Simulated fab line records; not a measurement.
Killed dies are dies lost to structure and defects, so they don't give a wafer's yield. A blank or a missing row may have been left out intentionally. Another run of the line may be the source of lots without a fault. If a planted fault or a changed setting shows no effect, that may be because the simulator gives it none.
fab line records + flow nand-harc
record
- lots=5
- wafers=15
- last-day=30
route steps=1302 shown P_BONDPAD@357 END@1302
lots that met no fault: taken from a fault-free run of the same line
start-h: hours from the record's opening day to when the first of the lot's shown wafers began + wait-h: hours from the lot's prior step to this one + " the same as in the row above + L1.1+2: a single row standing in for several wafers + - no value, or no start was given + * or withheld: withheld + < > ~ a bound
route shown NAME@n: names a module that has steps shown in the file, with the first one's number in the route + usual: mean/standard deviation taken from wafers without a fault + same: alike in all rows + chamber/n: place in a boat + sites: each site's reading + _std_site: the standard deviation of these + _edge_site: the outer-site mean with the inner-site mean subtracted + radius-mm: for every site, how far away it sits from the centre of the wafer + mask NAME#n: copy n + behind: the last tool/chamber to shape the wafer + hold: cause of the lot's hold/its duration in hours/its outcome + device: the n, p or np transistor that did not switch + end of line: the tests these same wafers got at the end of their route + a step given without rows: its recipe and nothing more + killed: dies that structure and defects cost at the first sort, which is not the same as the wafer's yield + map: per-die view of a wafer (x killed, . not killed, _ where there is no die)
set.NAME: the setting as run; set.NAME@STEP: as run at that earlier step + model.NAME: the simulator's own value behind a step, which no gauge read
lots at selected steps of the route; one table per step, one row per wafer
services: when a tool's chamber went out of use (start-h, in hours from the record's first day, below 0 if earlier), for how many hours, and the reason
## steps
# step NHARC_P_BONDPAD_COAT_36
# recipe
- temp-c=200
- time-s=65
# step NHARC_P_BONDPAD_COAT_03
# recipe
- spin-rpm=2000
- resist-thk-nm=600
# step NHARC_P_BONDPAD_SOFTBAKE_04
# recipe
- temp-c=125
- time-s=70
# step NHARC_P_BONDPAD_EBR_05
# step NHARC_P_BONDPAD_EXPOSE_06
# recipe
- na=0.55
- dose-mj=37.06
- mask-id=P_BPAD
# step NHARC_P_BONDPAD_PEB_07
# recipe
- peb-temp-c=128
- peb-time-s=80
# step NHARC_P_BONDPAD_DEVELOP_08
# recipe
- time-s=50
- dev-temp-c=22
# step NHARC_P_BONDPAD_CD_MEAS_09
# recipe
- target-cd-nm=500
- landing-energy-ev=500
# usual
- cd-nm=501.1/2.3
| lot.wafer | tool      | chamber | start-h | wait-h | cd-nm |
|-----------|-----------|---------|---------|--------|-------|
| L143.1    | cd-sem-02 | 0       | 150.92  | -      | 499.6 |
| L143.5    | "         | 0       | "       | "      | 501.8 |
| L143.6    | "         | 0       | "       | "      | 499.7 |
| L146.2    | cd-sem-02 | 0       | 174.88  | -      | 497.6 |
| L146.3    | "         | 0       | "       | "      | 498.8 |
| L146.5    | "         | 0       | "       | "      | 497.7 |
| L149.1    | cd-sem-01 | 0       | 204.63  | -      | 503.7 |
| L149.2    | "         | 0       | "       | "      | 502.2 |
| L149.5    | "         | 0       | "       | "      | 502.7 |
| L154.2    | cd-sem-03 | 0       | 254.57  | -      | 502.9 |
| L154.3    | "         | 0       | "       | "      | 501.7 |
| L154.5    | "         | 0       | "       | "      | 504.1 |
| L157.1    | cd-sem-03 | 0       | 298.67  | -      | 497.3 |
| L157.5    | "         | 0       | "       | "      | 497.6 |
| L157.6    | "         | 0       | "       | "      | 501.1 |
# step NHARC_P_BONDPAD_OVL_MEAS_38
# usual
- overlay-x-nm=1/5.2
- overlay-y-nm=2/4.7
| lot.wafer | tool       | chamber | start-h | wait-h | overlay-x-nm | overlay-y-nm |
|-----------|------------|---------|---------|--------|--------------|--------------|
| L143.1    | overlay-02 | -       | 151.01  | -      | -9           | 1            |
| L143.5    | "          | -       | "       | "      | -9           | 0            |
| L143.6    | "          | -       | "       | "      | -9           | 1            |
| L146.2    | overlay-02 | -       | 174.97  | -      | 1            | 2            |
| L146.3    | "          | -       | "       | "      | 0            | 2            |
| L146.5    | "          | -       | "       | "      | 0            | 2            |
| L149.1    | overlay-02 | -       | 204.72  | -      | 2            | 5            |
| L149.2    | "          | -       | "       | "      | 2            | 5            |
| L149.5    | "          | -       | "       | "      | 2            | 5            |
| L154.2    | overlay-02 | -       | 254.66  | -      | 6            | 7            |
| L154.3    | "          | -       | "       | "      | 5            | 7            |
| L154.5    | "          | -       | "       | "      | 5            | 7            |
| L157.1    | overlay-02 | -       | 298.76  | -      | 6            | -4           |
| L157.5    | "          | -       | "       | "      | 5            | -4           |
| L157.6    | "          | -       | "       | "      | 5            | -3           |
# step NHARC_P_BONDPAD_HARDBAKE_10
# recipe
- temp-c=118
- time-s=65
# step NHARC_P_BONDPAD_DESCUM_11
# recipe
- time-s=3
- o2-flow-sccm=200
- ar-flow-sccm=0
- bias-power-w=0
- chemistry=O2
# usual
- drypump-motor-current-A=6.0/0.53
- oes-product-au=0.998/0.0094
- rf-vpp-V=58.0/0.89
- showerhead-plenum-p-Torr=1.96/0.051
- throttle-valve-pct=11.312/0.0093
# same
- time-s=3
| lot.wafer | tool        | chamber | start-h | wait-h | drypump-motor-current-A | oes-product-au | rf-hours-counter-h | rf-vpp-V | showerhead-plenum-p-Torr | throttle-valve-pct |
|-----------|-------------|---------|---------|--------|-------------------------|----------------|--------------------|----------|--------------------------|--------------------|
| L143.1    | rie-diel-10 | 0       | 151.16  | -      | 6.1                     | 0.996          | 3.4                | 59.5     | 1.93                     | 11.320             |
| L143.5    | "           | 1       | "       | "      | 6.4                     | 0.990          | -                  | 57.7     | 2.00                     | 11.326             |
| L143.6    | "           | 2       | "       | "      | 6.7                     | 0.999          | -                  | 57.1     | 2.05                     | 11.285             |
| L146.3    | rie-diel-13 | 3       | 175.11  | -      | 6.1                     | 1.000          | 0                  | 57.6     | 1.97                     | 11.341             |
| L146.2    | "           | 0       | "       | "      | 6.4                     | 0.999          | 0                  | 57.7     | 1.92                     | 11.318             |
| L146.5    | "           | 2       | "       | "      | 5.5                     | 0.999          | -                  | 58.9     | 1.97                     | 11.308             |
| L149.2    | rie-diel-07 | 2       | 204.85  | -      | 6.1                     | 1.003          | 1.7                | 57.2     | 1.93                     | 11.308             |
| L149.1    | "           | 0       | "       | "      | 4.9                     | 1.019          | 3.6                | 58.1     | 1.88                     | 11.318             |
| L149.5    | "           | 2       | "       | "      | 6.1                     | 0.999          | -                  | 58.5     | 1.93                     | 11.315             |
| L154.3    | rie-diel-13 | 0       | 254.80  | -      | 6.5                     | 0.999          | 1.6                | 58.0     | 1.92                     | 11.321             |
| L154.2    | "           | 1       | "       | "      | 5.5                     | 0.990          | 1.4                | 57.7     | 1.99                     | 11.317             |
| L154.5    | "           | 3       | "       | "      | 6.1                     | 0.995          | -                  | 58.8     | 1.97                     | 11.316             |
| L157.1    | rie-diel-13 | 0       | 298.90  | -      | 6.5                     | 0.996          | 3.0                | 57.5     | 1.92                     | 11.316             |
| L157.5    | "           | 2       | "       | "      | 5.5                     | 0.997          | -                  | 59.7     | 1.97                     | 11.333             |
| L157.6    | "           | 3       | "       | "      | 6.1                     | 0.999          | -                  | 57.6     | 1.97                     | 11.319             |
# step NHARC_P_BONDPAD_ETCH_37
# recipe
- target-depth-a=600
- overetch-a=180
- time-s=65.91
- ion-energy-ev=200
- n2-flow-sccm=150
- h2-flow-sccm=150
- ar-flow-sccm=0
- rf-w=400
- bias-w=150
- chemistry=N2/H2
# usual
- drypump-motor-current-A=6.0/0.53
- oes-product-au=1.000/0.0096
- rf-vpp-V=431.6/1.8
- run-length-s=87.4/0.52
- showerhead-plenum-p-Torr=2.08/0.055
- throttle-valve-pct=14.172/0.0095
# same
- time-s=65.91
| lot.wafer | tool        | chamber | start-h | wait-h | drypump-motor-current-A | oes-product-au | rf-hours-counter-h | rf-vpp-V | run-length-s | showerhead-plenum-p-Torr | throttle-valve-pct |
|-----------|-------------|---------|---------|--------|-------------------------|----------------|--------------------|----------|--------------|--------------------------|--------------------|
| L143.1    | rie-diel-10 | 0       | 151.22  | 0.1    | 6.1                     | 0.991          | 3.4                | 432.1    | 87.9         | 2.05                     | 14.162             |
| L143.5    | "           | 0       | "       | "      | 6.1                     | 0.991          | -                  | 430.4    | 88.4         | 2.05                     | 14.171             |
| L143.6    | "           | 1       | "       | "      | 6.5                     | 0.991          | -                  | 433.0    | 87.3         | 2.13                     | 14.166             |
| L146.3    | rie-diel-13 | 3       | 175.18  | 0.1    | 6.1                     | 0.999          | 0.0                | 432.5    | 87.5         | 2.10                     | 14.182             |
| L146.2    | "           | 1       | "       | "      | 5.5                     | 1.001          | 0.0                | 433.4    | 87.5         | 2.12                     | 14.166             |
| L146.5    | "           | 3       | "       | "      | 6.1                     | 1.000          | -                  | 432.5    | 87.2         | 2.10                     | 14.163             |
| L149.1    | rie-diel-07 | 0       | 204.93  | 0.1    | 4.9                     | 1.017          | 3.6                | 430.1    | 87.9         | 2.01                     | 14.175             |
| L149.2    | "           | 1       | "       | "      | 6.6                     | 1.008          | 3.0                | 429.3    | 87.7         | 2.03                     | 14.170             |
| L149.5    | "           | 0       | "       | "      | 4.9                     | 1.019          | -                  | 430.6    | 87.8         | 2.01                     | 14.182             |
| L154.2    | rie-diel-13 | 1       | 254.87  | 0.1    | 5.5                     | 0.999          | 1.4                | 430.9    | 87.7         | 2.12                     | 14.167             |
| L154.3    | "           | 0       | "       | "      | 6.5                     | 0.997          | 1.6                | 430.0    | 86.8         | 2.05                     | 14.170             |
| L154.5    | "           | 1       | "       | "      | 5.5                     | 0.976          | -                  | 431.3    | 87.5         | 2.12                     | 14.170             |
| L157.1    | rie-diel-13 | 2       | 298.99  | 0.1    | 5.5                     | 1.000          | 2.8                | 432.5    | 87.8         | 2.10                     | 14.174             |
| L157.5    | "           | 3       | "       | "      | 6.1                     | 1.001          | -                  | 432.4    | 87.0         | 2.10                     | 14.149             |
| L157.6    | "           | 0       | "       | "      | 6.5                     | 0.995          | -                  | 430.9    | 86.3         | 2.05                     | 14.171             |
# step NHARC_P_BONDPAD_ETCH_12
# recipe
- target-depth-a=2000
- time-s=100
- chf3-flow-sccm=50
- o2-flow-sccm=10
- ar-flow-sccm=200
- rf-w=500
- bias-w=200
- chemistry=CHF3/O2
# usual
- drypump-motor-current-A=6.0/0.54
- oes-product-au=0.945/0.022
- rf-vpp-V=371.6/1.6
- run-length-s=121.5/0.49
- showerhead-plenum-p-Torr=2.45/0.061
- throttle-valve-pct=20.573/0.0091
| lot.wafer | tool        | chamber | start-h | wait-h | drypump-motor-current-A | oes-product-au | rf-hours-counter-h | rf-vpp-V | run-length-s | showerhead-plenum-p-Torr | throttle-valve-pct |
|-----------|-------------|---------|---------|--------|-------------------------|----------------|--------------------|----------|--------------|--------------------------|--------------------|
| L143.1    | rie-diel-10 | 0       | 151.33  | -      | 6.1                     | 0.927          | 3.5                | 369.3    | 122.3        | 2.42                     | 20.568             |
| L143.6    | "           | 1       | "       | "      | 6.4                     | 0.915          | -                  | 371.8    | 121.5        | 2.50                     | 20.580             |
| L143.5    | "           | 2       | "       | "      | 6.7                     | 0.929          | -                  | 373.7    | 121.4        | 2.56                     | 20.567             |
| L146.2    | rie-diel-13 | 1       | 175.29  | -      | 5.5                     | 0.948          | 0.0                | 372.0    | 121.6        | 2.49                     | 20.572             |
| L146.3    | "           | 2       | "       | "      | 5.5                     | 0.963          | 0.0                | 372.8    | 121.7        | 2.47                     | 20.569             |
| L146.5    | "           | 3       | "       | "      | 6.1                     | 0.973          | -                  | 371.4    | 121.1        | 2.47                     | 20.570             |
| L149.1    | rie-diel-07 | 2       | 205.04  | -      | 6.1                     | 0.926          | 1.7                | 371.3    | 121.2        | 2.43                     | 20.567             |
| L149.2    | "           | 3       | "       | "      | 5.2                     | 0.931          | 3.5                | 374.5    | 121.7        | 2.51                     | 20.568             |
| L149.5    | "           | 0       | "       | "      | 4.9                     | 0.941          | -                  | 369.3    | 121.5        | 2.37                     | 20.569             |
| L154.2    | rie-diel-13 | 0       | 254.96  | -      | 6.4                     | 0.935          | 1.6                | 371.0    | 121.1        | 2.41                     | 20.583             |
| L154.3    | "           | 3       | "       | "      | 6.1                     | 0.918          | 1.8                | 373.0    | 121.7        | 2.47                     | 20.575             |
| L154.5    | "           | 0       | "       | "      | 6.5                     | 0.941          | -                  | 370.4    | 120.4        | 2.41                     | 20.594             |
| L157.1    | rie-diel-13 | 1       | 299.06  | -      | 5.5                     | 0.918          | 2.6                | 371.1    | 130.6        | 2.49                     | 20.568             |
| L157.5    | "           | 1       | "       | "      | 5.5                     | 0.919          | -                  | 372.3    | 121.6        | 2.49                     | 20.571             |
| L157.6    | "           | 2       | "       | "      | 5.5                     | 0.924          | -                  | 372.4    | 121.8        | 2.47                     | 20.579             |
# step NHARC_P_BONDPAD_CD_MEAS_13
# usual
- cd-nm=500.8/2.4
| lot.wafer | tool      | chamber | start-h | wait-h | cd-nm |
|-----------|-----------|---------|---------|--------|-------|
| L143.1    | cd-sem-01 | -       | 151.45  | -      | 500.2 |
| L143.5    | "         | -       | "       | "      | 500.3 |
| L143.6    | "         | -       | "       | "      | 498.9 |
| L146.2    | cd-sem-02 | -       | 175.41  | -      | 498.2 |
| L146.3    | "         | -       | "       | "      | 499.3 |
| L146.5    | "         | -       | "       | "      | 498.1 |
| L149.1    | cd-sem-03 | -       | 205.16  | -      | 503.6 |
| L149.2    | "         | -       | "       | "      | 502.5 |
| L149.5    | "         | -       | "       | "      | 501.6 |
| L154.2    | cd-sem-02 | -       | 255.10  | -      | 502.4 |
| L154.3    | "         | -       | "       | "      | 502.2 |
| L154.5    | "         | -       | "       | "      | 504.5 |
| L157.1    | cd-sem-03 | -       | 299.20  | -      | 497.0 |
| L157.5    | "         | -       | "       | "      | 497.1 |
| L157.6    | "         | -       | "       | "      | 501.6 |
# step NHARC_END_SORT_01
# recipe
- temp-c=25
# usual
- defect-limited-yield=90.6/2.8
- killed-at-array=58/20
- killed-at-other=0.8/1
- killed-at-periphery=4.6/2.8
- killed-dies=63/19
- killed-open=3.4/2
- killed-short=2.4/1.8
# same
- gross-dies=677
| lot.wafer | tool      | chamber | start-h | wait-h | defect-limited-yield[%] | killed-at-array | killed-at-other | killed-at-periphery | killed-dies | killed-open | killed-short |
|-----------|-----------|---------|---------|--------|-------------------------|-----------------|-----------------|---------------------|-------------|-------------|--------------|
| L146.2    | prober-01 | 0       | 598.46  | 2.8    | 95.9                    | 20              | 3               | 5                   | 28          | 1           | 1            |
| L146.3    | prober-01 | 0       | 599.26  | 3.1    | 94.5                    | 25              | 4               | 8                   | 37          | 4           | 1            |
| L146.5    | prober-01 | 0       | 600.85  | 3.7    | 96.2                    | 19              | 2               | 5                   | 26          | 1           | 0            |
| L149.1    | prober-02 | 0       | 642.80  | 2.5    | 92.9                    | 45              | 0               | 3                   | 48          | 2           | 3            |
| L149.2    | prober-02 | 0       | 643.60  | 2.8    | 90.5                    | 60              | 0               | 4                   | 64          | 4           | 1            |
| L149.5    | prober-02 | 0       | 646.03  | 3.7    | 91.6                    | 53              | 1               | 3                   | 57          | 5           | 1            |
| L157.1    | prober-01 | 0       | 716.95  | 2.5    | 89.2                    | 70              | 0               | 3                   | 73          | 3           | 1            |
| L157.5    | prober-01 | 0       | 720.12  | 3.7    | 86.1                    | 88              | 0               | 6                   | 94          | 4           | 1            |
| L157.6    | prober-01 | 0       | 720.91  | 4.0    | 81.5                    | 120             | 1               | 4                   | 125         | 4           | 2            |
# killed by level:class
L146.2 A_CHANNEL_HOLE_D2:chamber-film-flake=8 A_CHANNEL_HOLE_D1:chamber-film-flake=7 P_GATE:chamber-film-flake=3 THIN_TSV:chamber-film-flake=2 A_ONON_D1:geometric-particle:short=1 P_STI:chamber-film-flake=1 P_BONDPAD:chamber-film-flake=1 STARTING-WAFER:geometric-particle:open=1
L146.3 A_CHANNEL_HOLE_D2:chamber-film-flake=9 A_CHANNEL_HOLE_D1:chamber-film-flake=8 P_BONDPAD:chamber-film-flake=6 THIN_TSV:chamber-film-flake=4 P_M0:geometric-particle:open=1 A_ONON_D1:geometric-particle:open=1 A_CHANNEL_FILL_D1:geometric-particle:open=1 A_SGD_CUT:geometric-particle:short=1
L146.5 A_CHANNEL_HOLE_D2:chamber-film-flake=8 A_CHANNEL_HOLE_D1:chamber-film-flake=7 P_BONDPAD:chamber-film-flake=3 A_CONTACT:chamber-film-flake=2 THIN_TSV:chamber-film-flake=2 P_M0:geometric-particle:open=1 P_GATE:chamber-film-flake=1 A_DECK1_JOINT:chamber-film-flake=1
L149.1 A_SLIT:chamber-film-flake=17 A_CHANNEL_HOLE_D2:chamber-film-flake=8 A_M1:chamber-film-flake=6 A_WL_FILL:chamber-film-flake=3 A_CHANNEL_HOLE_D1:chamber-film-flake=2 A_CONTACT:chamber-film-flake=2 P_GATE:geometric-particle:open=1 A_ONON_D1:geometric-particle:short=1
L149.2 A_SLIT:chamber-film-flake=25 A_CHANNEL_HOLE_D2:chamber-film-flake=12 A_CHANNEL_HOLE_D1:chamber-film-flake=5 A_CHANNEL_FILL_D1:chamber-film-flake=5 A_WL_FILL:chamber-film-flake=3 A_M1:chamber-film-flake=3 A_CONTACT:chamber-film-flake=2 P_GATE:geometric-particle:open=1
L149.5 A_SLIT:chamber-film-flake=26 A_CHANNEL_HOLE_D2:chamber-film-flake=10 A_CHANNEL_HOLE_D1:chamber-film-flake=5 A_CHANNEL_HOLE_D1:geometric-particle:open=2 P_CONTACT:chamber-film-flake=2 A_CHANNEL_FILL_D1:chamber-film-flake=2 A_WL_FILL:geometric-particle:open=1 A_CONTACT:geometric-particle:open=1
L157.1 A_CHANNEL_HOLE_D2:chamber-film-flake=21 A_CHANNEL_HOLE_D1:chamber-film-flake=19 A_SLIT:chamber-film-flake=13 A_CONTACT:chamber-film-flake=9 A_SGD_CUT:chamber-film-flake=4 P_CONTACT:geometric-particle:open=2 A_STAIRCASE:chamber-film-flake=2 A_ONON_D1:geometric-particle:open=1
L157.5 A_SLIT:chamber-film-flake=30 A_CHANNEL_HOLE_D1:chamber-film-flake=22 A_CONTACT:chamber-film-flake=13 A_CHANNEL_HOLE_D2:chamber-film-flake=12 A_SGD_CUT:chamber-film-flake=7 P_GATE:geometric-particle:open=1 P_CONTACT:geometric-particle:open=1 P_M2:geometric-particle:open=1
L157.6 A_CHANNEL_HOLE_D1:chamber-film-flake=36 A_CHANNEL_HOLE_D2:chamber-film-flake=30 A_SLIT:chamber-film-flake=24 A_CONTACT:chamber-film-flake=17 A_SGD_CUT:chamber-film-flake=3 A_CHANNEL_FILL_D2:geometric-particle:short=2 P_M1:chamber-film-flake=2 P_M2:chamber-film-flake=2
## services
| tool        | chamber | start-h | hours | kind       |
|-------------|---------|---------|-------|------------|
| rie-diel-13 | 0       | 144.00  | -     | clean      |
| rie-diel-13 | 1       | 144.00  | -     | clean      |
| rie-diel-13 | 2       | 144.00  | -     | clean      |
| rie-diel-13 | 3       | 144.00  | -     | clean      |
| rie-diel-13 | 0       | 153.55  | 8.5   | repair     |
| rie-diel-10 | -       | 157.75  | 1.0   | repair     |
| rie-diel-13 | -       | 165.03  | 9.0   | pm         |
| rie-diel-13 | 0       | 165.03  | 9.0   | vent-cycle |
| rie-diel-13 | 1       | 165.03  | 9.0   | vent-cycle |
| rie-diel-13 | 2       | 165.03  | 9.0   | vent-cycle |
| rie-diel-13 | 3       | 165.03  | 9.0   | vent-cycle |
| rie-diel-13 | 0       | 174.03  | -     | clean      |
| rie-diel-13 | 1       | 174.03  | -     | clean      |
| rie-diel-13 | 2       | 174.03  | -     | clean      |
| rie-diel-13 | 3       | 174.03  | -     | clean      |
| rie-diel-13 | 1       | 219.86  | 3.0   | repair     |
| rie-diel-10 | 2       | 221.95  | 30.9  | repair     |
| rie-diel-07 | -       | 230.30  | 1.5   | repair     |
| rie-diel-07 | 3       | 237.47  | 48.7  | repair     |
| rie-diel-10 | -       | 242.50  | 9.0   | pm         |
| rie-diel-10 | 3       | 261.94  | 11.0  | repair     |
| rie-diel-13 | 1       | 284.03  | 6.1   | repair     |
| rie-diel-07 | -       | 289.72  | 0.4   | repair     |
| rie-diel-07 | -       | 294.26  | 9.0   | pm         |
## key
first-sign
- step=NHARC_P_BONDPAD_ETCH_12
- reading=run-length-s
- direction=up
- sigmas=19
- usual=*
- struck=*
effect none on later readings
met-at NHARC_P_BONDPAD_ETCH_12
struck-wafers L157.1
onset-between 254.96 299.06
fault
- kind=process-parameter-drift
- tool=rie-diel-13
- chamber=-
- onset-h=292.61
- steps=NHARC_P_BONDPAD_ETCH_12
- channel=time-s
- offset=*
- shape=step
- end-h=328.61
- scope=struck-wafers-only
- acts-in=*
- stated=*
